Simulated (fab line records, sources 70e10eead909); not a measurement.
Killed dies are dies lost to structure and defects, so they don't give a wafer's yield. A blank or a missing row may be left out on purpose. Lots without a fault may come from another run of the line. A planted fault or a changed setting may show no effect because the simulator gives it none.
One fault seen from 2 desks | flow nand_harc | each desk has only its own numbers; what lay behind them comes last

THE TOOL OWNER'S DESK: rie_diel-07
The tool's own readings at NHARC_A_CONTACT_ETCH_51 (etches the open film in O2/COS, target depth 7000 nm, time 1820 s): means of the sampled wafers that have a number, for each lot that ran on this tool. A lot is out of limits, marked OUT, if its mean lies more than 4 standard deviations from the usual mean; the brackets give that distance.
Columns: A = drypump_motor_current_A at NHARC_A_CONTACT_ETCH_51, usual 5.8 A; B = o2_flow_sccm at NHARC_A_CONTACT_ETCH_51, usual 399.9 sccm; C = oes_product_au at NHARC_A_CONTACT_ETCH_51, usual 1.001 a.u.; D = rf_vpp_V at NHARC_A_CONTACT_ETCH_51, usual 314.4 V; E = showerhead_plenum_p_Torr at NHARC_A_CONTACT_ETCH_51, usual 3.13 Torr; F = throttle_valve_pct at NHARC_A_CONTACT_ETCH_51, usual 28.330 %
lot  | first seen here | A   | B     | C                | D     | E    | F
L414 | day 21 12:29    | 5.9 | 400.1 | 1.005            | 314.5 | 3.13 | 28.332
L415 | day 21 22:56    | 5.4 | 399.0 | 0.996            | 313.3 | 3.07 | 28.324
L418 | day 23 16:14    | 5.9 | 399.7 | 0.943 (-4.1) OUT | 314.2 | 3.13 | 28.336
L428 | day 27 04:26    | 5.5 | 398.6 | 0.980            | 313.2 | 3.10 | 28.333
L431 | day 28 19:54    | 5.6 | 401.4 | 0.994            | 314.3 | 3.12 | 28.334
L432 | day 29 08:24    | 5.7 | 398.6 | 0.986            | 314.7 | 3.09 | 28.330
L434 | day 30 14:49    | 5.5 | 400.0 | 1.007            | 313.7 | 3.07 | 28.331
L436 | day 31 05:10    | 5.2 | 400.6 | 0.990            | 313.0 | 3.03 | 28.331
This desk's finding: out of limits on L418; first on L418, day 23 16:14 (oes_product_au at NHARC_A_CONTACT_ETCH_51). In limits: L414, L415, L428, L431, L432, L434, L436.

THE DEFECT DESK
What the inspections along the route counted, lot by lot: means of the sampled wafers that have a number. A lot is out of limits, marked OUT, if its mean lies more than 4 standard deviations from the usual mean; the brackets give that distance.
Columns: A = raw_defect_count at NHARC_A_CONTACT_INSPECT_44, usual 85
lot  | first seen here | A
L414 | day 21 11:33    | 17
L415 | day 21 22:00    | 152
L413 | day 22 00:51    | 122
L419 | day 23 15:08    | 60
L418 | day 23 15:10    | 116
L428 | day 27 03:18    | 66
L427 | day 27 11:31    | 153
L429 | day 28 18:17    | 57
L431 | day 28 19:14    | 122
L432 | day 29 07:44    | 128
L434 | day 30 14:08    | 86
L436 | day 31 04:30    | 63
This desk's finding: nothing out of limits on any of the 12 lots.

PUT TOGETHER
The tool owner's desk could have raised an alarm at day 23 16:14, on L418.
The defect desk saw nothing out of limits.
The defect desk has L418 on record, within its limits.
Of the lots named, all ran NHARC_A_CONTACT_ETCH_51 on rie_diel-07.

WHAT THE SIMULATOR HAD PUT IN
Process parameter drift: rie_diel-07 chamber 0, from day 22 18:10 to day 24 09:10, at NHARC_A_CONTACT_ETCH_51. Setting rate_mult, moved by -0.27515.
Lots struck among those shown: L418.
Hours from the fault's start to each desk's first reading out of limits: the tool owner's desk, 22.
